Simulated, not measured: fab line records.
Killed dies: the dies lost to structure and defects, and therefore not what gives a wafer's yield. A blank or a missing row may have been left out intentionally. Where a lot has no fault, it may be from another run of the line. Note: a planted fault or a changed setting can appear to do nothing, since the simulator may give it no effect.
Lot-split experiment    flow n5_finfet    21 wafers read from 7 lots, route of 1938 steps

## SPLIT DETAILS
At N5_BEOL_M11_COAT_05 (resist thk 90 nm), the setting spin_rpm was moved away from the recipe's 1500 rpm on 9 of the 21 wafers read, by -6.1% to +10.3%. This setting was run at the recipe's value on the other wafers.

Reading taken at the split's own step.

## THE READING
CAR-ArF_of_BEOL_M11_COAT_05.thk_nm (the simulator's own value, which no gauge read), in nm, at N5_BEOL_M11_COAT_05 (resist thk 90 nm). No usual value for it is given in the file. The 12 wafers here that ran the recipe average 90.2 nm, standard deviation 0.28 nm.

wafer   tool, chamber at the split  spin_rpm as run, rpm  against the recipe  CAR-ArF_of_BEOL_M11_COAT_05.thk_nm, nm  against lot-mates on the recipe
L074.2  litho_track-05, 0           1500                  recipe              90.2                                    -
L074.3  litho_track-05, 0           1544                  +2.9%               89                                      -1.2
L074.6  litho_track-05, 0           1544                  +2.9%               88.8                                    -1.4
L078.4  litho_track-05, 0           1500                  recipe              90                                      -
L078.6  litho_track-05, 0           1500                  recipe              90                                      -
L078.5  litho_track-05, 0           1500                  recipe              89.8                                    -
L080.1  litho_track-02, 0           1594                  +6.3%               87.6                                    -3.2
L080.5  litho_track-02, 0           1500                  recipe              90.8                                    -
L080.6  litho_track-02, 0           1594                  +6.3%               88.4                                    -2.4
L081.3  litho_track-02, 0           1655                  +10.3%              85.8                                    -4.4
L081.4  litho_track-02, 0           1655                  +10.3%              85.8                                    -4.4
L081.5  litho_track-02, 0           1500                  recipe              90.2                                    -
L089.2  litho_track-02, 0           1500                  recipe              90                                      -
L089.4  litho_track-02, 0           1500                  recipe              90                                      -
L089.5  litho_track-02, 0           1612                  +7.5%               87                                      -3.0
L092.1  litho_track-05, 0           1500                  recipe              90.2                                    -
L092.3  litho_track-05, 0           1500                  recipe              90.4                                    -
L092.5  litho_track-05, 0           1500                  recipe              90.6                                    -
L095.1  litho_track-02, 0           1500                  recipe              90                                      -
L095.2  litho_track-02, 0           1408                  -6.1%               92.8                                    +2.8
L095.3  litho_track-02, 0           1408                  -6.1%               93.2                                    +3.2

THE FIT
A straight line over all 21 wafers: CAR-ArF_of_BEOL_M11_COAT_05.thk_nm changes by -0.422 nm for each +1% of spin_rpm; r = -0.99; the points scatter about the line by 0.31 nm.
The same after taking each lot's own level away (the mean of its wafers on the recipe; 21 wafers): -0.442 nm for each +1%; r = -0.99; scatter 0.2 nm.
On that fit, the largest move of spin_rpm shifts the reading by 4.6 nm.
Measured against the standard deviation above, the lots' own levels, which go from 89.93 to 90.80 nm, span 3.1 times it.
So the lot-to-lot level changes the slope little: the two slopes agree.
Check: with one of the wafers moved furthest among these (+10.3%) left out of the fit, the line predicts -4.55 nm for it against its lot-mates. It came out at -4.4 nm against them.

## OTHER SPLITS APPLIED TO THESE WAFERS
Note: prior to the reading, these wafers also went through further splits. Each is held against what the fit with the lots' levels taken away leaves over:
other split on the same wafers  wafers away from the commonest value  r with CAR-ArF_of_BEOL_M11_COAT_05.thk_nm (lot level and that fit taken away)
N5_BEOL_M9_COAT_60 spin_rpm     3                                     +0.19
N5_BEOL_M10_COAT_60 spin_rpm    5                                     -0.06

## THE FILE'S OWN FIT
CAR-ArF_of_BEOL_M11_COAT_05.thk_nm changes by -0.434 nm for each +1% of spin_rpm, r = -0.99.
